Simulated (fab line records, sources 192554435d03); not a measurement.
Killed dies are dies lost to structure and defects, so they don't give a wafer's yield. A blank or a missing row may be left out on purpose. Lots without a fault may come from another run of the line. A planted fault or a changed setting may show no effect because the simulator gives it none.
A struck lot beside a sound one | flow n5_finfet | 16 steps out of a route of 1938
Sound: wafers L783.1, L783.4, L783.6. Struck: wafers L782.3, L782.4, L782.6. The cause comes at the end.
At each step with rows: each side's tool, then ch and its chambers, then its first start. Under that, the readings that differ: sound wafers | struck wafers | difference of the means | sigmas: that difference in standard deviations of wafers without a fault.
alike: readings whose means differ by less than 2 such deviations, and words and numbers that are the same on both sides. not compared: withheld readings, readings that some wafer has no value for, bounds like >300 that may hide the same value, and numbers for which the record gives no deviation and whose values overlap.
The two part at a step that has a row with sigmas, a row that says differs or no value, or rows on one side only. Numbers that don't overlap but have no deviation are shown without sigmas and don't part them. A reading that every wafer of one side lacks parts them only if that side has two wafers or more.

first, 9 steps without rows for these wafers: N5_BEOL_M4_SOFTBAKE_23 (time 60 s); N5_BEOL_M4_EXPOSE_25 (exposes mask V3, defocus 5 nm); N5_BEOL_M4_PEB_26 (peb time 60 s); N5_BEOL_M4_DEVELOP_27 (develop time 30 s); N5_BEOL_M4_DESCUM_33 (chemistry O2, time 7 s); N5_BEOL_M4_ETCH_77 (etches underlayer in N2/H2, target depth 6.5 nm, time 5.2 s); N5_BEOL_M4_ETCH_69 (etches SiARC in CF4, target depth 15.6 nm, time 26 s); N5_BEOL_M4_ALD_98 (deposits SiO2, target thk 2.5 nm, pulse time 1 s, co reactant pulse time 1 s); N5_BEOL_M4_ETCHBACK_99 (etches SiO2 in CHF3, target depth 5 nm, time 10.4 s).
N5_BEOL_M4_ETCH_70: etches SOC in N2/H2, target depth 80 nm, overetch 24 nm, time 130 s.
  sound on rie_diel-01 ch 0,2,3, day 12 17:25; struck on rie_diel-04 ch 0,2, day 12 17:25
  no value came back on the struck wafers for any of 8 readings (bias_w (W), chamber_pressure_mTorr (mTorr) and others); on the sound wafers bias_w (W) reads 150.0 150.4 150.0
  reading                                         | sound   | struck         | difference | sigmas
  model.CAR-EUV_of_BEOL_M4_COAT_22.thk_nm (nm)    | 0 0 0   | 10.4 10.6 10.6 | +10.5      |
  model.SiARC_of_BEOL_M4_COAT_68.thk_nm (nm)      | 6 6 5.8 | 12 12 12       | +6         |
  model.underlayer_of_BEOL_M4_COAT_76.thk_nm (nm) | 0 0 0   | 5 5 5          | +5         |
  not compared: rf_hours_counter_h
then, 2 steps without rows for these wafers: N5_BEOL_M4_STRIP_71 (strips in N2/H2); N5_BEOL_M4_STRIP_78 (strips in N2/H2).
N5_BEOL_M4_VIA_ETCH_34: etches the open film in C4F6/O2, target depth 69.4 nm, time 65.9 s.
  sound on rie_diel-01 ch 0,2,3, day 12 17:32; struck on rie_diel-04 ch 0,2, day 12 17:31
  reading                     | sound          | struck         | difference | sigmas
  drypump_motor_current_A (A) | 5.9 6.1 6.5    | 5.4 5.1 5.4    | -0.9       | -2
  oes_product_au (a.u.)       | 0.71 0.81 0.83 | 0.35 0.26 0.35 | -0.46      | -5
  alike: C4F6_flow_sccm, O2_flow_sccm, oes_o_777_au, rf_vpp_V, showerhead_plenum_p_Torr, throttle_valve_pct
  not compared: rf_hours_counter_h
then, 1 step without rows for these wafers: N5_BEOL_M4_STRIP_83 (strips in C4F6/O2).
N5_BEOL_M4_RC_MEAS_101:
  the record has rows for the sound wafers here (prober-02 ch 0, day 12 22:10) and none for the struck ones
-- the record jumps here: 5 days lie between the struck wafers' starts before and after (it left off in module BEOL_M4 and takes up again in module PASSIVATION, whose first step shown is number 1936 of the route) --
N5_PASSIVATION_PROBE_49:
  the record has rows for the struck wafers here (prober-01, day 17 09:40) and none for the sound ones

WHERE THEY PART
First at N5_BEOL_M4_ETCH_70; last, within this record, at N5_PASSIVATION_PROBE_49.

WHY: what the simulator had put in
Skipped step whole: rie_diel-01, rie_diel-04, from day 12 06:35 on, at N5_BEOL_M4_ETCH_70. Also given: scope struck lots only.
